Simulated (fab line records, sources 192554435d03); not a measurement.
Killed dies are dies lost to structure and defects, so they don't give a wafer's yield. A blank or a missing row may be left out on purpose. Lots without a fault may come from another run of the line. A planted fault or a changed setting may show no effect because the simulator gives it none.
A struck lot beside a sound one | flow n5_finfet | 21 steps out of a route of 1938
Sound: wafers L575.3, L575.5, L575.6. Struck: wafers L573.1, L573.2, L573.3. The cause comes at the end.
At each step with rows: each side's tool, then ch and its chambers, then its first start. Under that, the readings that differ: sound wafers | struck wafers | difference of the means | sigmas: that difference in standard deviations of wafers without a fault.
alike: readings whose means differ by less than 2 such deviations, and words and numbers that are the same on both sides. not compared: withheld readings, readings that some wafer has no value for, bounds like >300 that may hide the same value, and numbers for which the record gives no deviation and whose values overlap.
The two part at a step that has a row with sigmas, a row that says differs or no value, or rows on one side only. Numbers that don't overlap but have no deviation are shown without sigmas and don't part them. A reading that every wafer of one side lacks parts them only if that side has two wafers or more.

first, 6 steps without rows for these wafers: N5_BEOL_M1_COAT_05 (resist thk 30 nm); N5_BEOL_M1_EBR_07; N5_BEOL_M1_SOFTBAKE_06 (time 60 s); N5_BEOL_M1_EXPOSE_08 (exposes mask M1); N5_BEOL_M1_PEB_09 (peb time 60 s); N5_BEOL_M1_DEVELOP_10 (develop time 30 s).
N5_BEOL_M1_CD_MEAS_11: target cd 17.05 nm.
  sound on cd_sem-03 ch 0, day 8 08:41; struck on cd_sem-02 ch 0, day 8 00:09
  alike: cd_nm
N5_BEOL_M1_OVL_MEAS_12:
  sound on overlay-01 ch 0, day 8 08:43; struck on overlay-01 ch 0, day 8 00:11
  alike: M1_OVL
N5_BEOL_M1_INSPECT_13: inspects for defects (brightfield).
  sound on defect_inspect-02, day 8 08:46; struck on defect_inspect-01, day 8 00:14
  alike: raw_defect_count
N5_BEOL_M1_DESCUM_16: chemistry O2, time 7 s.
  sound on rie_diel-01 ch 0,1,2, day 8 08:51; struck on rie_diel-05 ch 1,2,3, day 8 00:31
  alike: drypump_motor_current_A, oes_product_au, rf_fwd_power_W, rf_vpp_V, showerhead_plenum_p_Torr, throttle_valve_pct
  not compared: rf_hours_counter_h
N5_BEOL_M1_ETCH_74: etches underlayer in N2/H2, target depth 6.5 nm, time 5.2 s.
  sound on rie_diel-01 ch 0,1,2, day 8 08:53; struck on rie_diel-05 ch 1,2,3, day 8 00:33
  alike: bias_w, chamber_pressure_mTorr, drypump_motor_current_A, etch_rf_on_time_s, oes_product_au, rf_fwd_power_W, rf_vpp_V, showerhead_plenum_p_Torr, throttle_valve_pct
  not compared: rf_hours_counter_h
N5_BEOL_M1_ETCH_63: etches SiARC in CF4, target depth 15.6 nm, time 26 s.
  sound on rie_diel-01 ch 0,1,2, day 8 08:54; struck on rie_diel-05 ch 1,2,3, day 8 00:34
  alike: bias_w, cf4_flow_sccm, drypump_motor_current_A, etch_rf_on_time_s, oes_product_au, rf_fwd_power_W, rf_vpp_V, showerhead_plenum_p_Torr, throttle_valve_pct
  not compared: rf_hours_counter_h
N5_BEOL_M1_ETCH_64: etches SOC in N2/H2, target depth 75 nm, overetch 15 nm, time 112.5 s.
  sound on rie_diel-01 ch 0,1,2, day 8 08:56; struck on rie_diel-05 ch 1,2,3, day 8 00:35
  no value came back on the struck wafers for any of 8 readings (bias_w (W), chamber_pressure_mTorr (mTorr) and others); on the sound wafers bias_w (W) reads 149.9 149.7 150.4
  reading                                         | sound       | struck       | difference | sigmas
  model.CAR-EUV_of_BEOL_M1_COAT_05.thk_nm (nm)    | 0 0 0       | 11 11.2 11.2 | +11        |
  model.SiARC_of_BEOL_M1_COAT_62.thk_nm (nm)      | 6.8 6.8 6.8 | 12 12 12     | +5         |
  model.underlayer_of_BEOL_M1_COAT_73.thk_nm (nm) | 0 0 0       | 5 5 5        | +5         |
  not compared: rf_hours_counter_h
then, 2 steps without rows for these wafers: N5_BEOL_M1_STRIP_65 (strips in N2/H2); N5_BEOL_M1_STRIP_75 (strips in N2/H2).
N5_BEOL_M1_STRIP_66: strips in CF4.
  sound on rie_diel-01 ch 0,1,2, day 8 09:04; struck on rie_diel-05 ch 1,2,3, day 8 00:43
  alike: drypump_motor_current_A, oes_product_au, rf_fwd_power_W, rf_vpp_V, showerhead_plenum_p_Torr, throttle_valve_pct
  not compared: rf_hours_counter_h
N5_BEOL_M1_HM_OPEN_17: chemistry Cl2/BCl3, target TiN, target depth 20 nm, overetch 6 nm.
  sound on rie_metal-03 ch 0,1, day 8 09:08; struck on rie_metal-02 ch 0,1, day 8 00:46
  reading                | sound             | struck            | difference | sigmas
  oes_product_au (a.u.)  | 0.71 0.71 0.51    | 0.28 0.23 0.27    | -0.38      | -4
  throttle_valve_pct (%) | 22.01 22.01 22.71 | 22.85 23.26 22.84 | +0.74      | +3
  alike: bias_w, drypump_motor_current_A, rf_fwd_power_W
  not compared: rf_hours_counter_h
N5_BEOL_M1_STRIP_19: strips in O2.
  sound on rie_diel-05 ch 0,3, day 8 09:13; struck on rie_diel-01 ch 1,2,3, day 8 00:52
  alike: drypump_motor_current_A, oes_product_au, rf_vpp_V, showerhead_plenum_p_Torr, throttle_valve_pct
  not compared: rf_hours_counter_h
N5_BEOL_M1_CD_MEAS_18: pitch 36 nm, target cd 18 nm.
  sound on cd_sem-02, day 8 09:18; struck on cd_sem-03, day 8 00:56
  reading    | sound             | struck | difference                    | sigmas
  cd_nm (nm) | 18.22 18.25 18.10 | - - -  | no value on the struck wafers |
then, 1 step without rows for these wafers: N5_BEOL_M1_COAT_67 (time 60 s, resist thk 60 nm).
N5_BEOL_M4_RC_MEAS_101:
  the record has rows for the sound wafers here (prober-02 ch 0, day 10 11:05) and none for the struck ones

WHERE THEY PART
First at N5_BEOL_M1_ETCH_64; last, within this record, at N5_BEOL_M4_RC_MEAS_101.

WHY: what the simulator had put in
Skipped step whole: rie_diel-05, from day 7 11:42 on, at N5_BEOL_M1_ETCH_64. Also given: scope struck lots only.
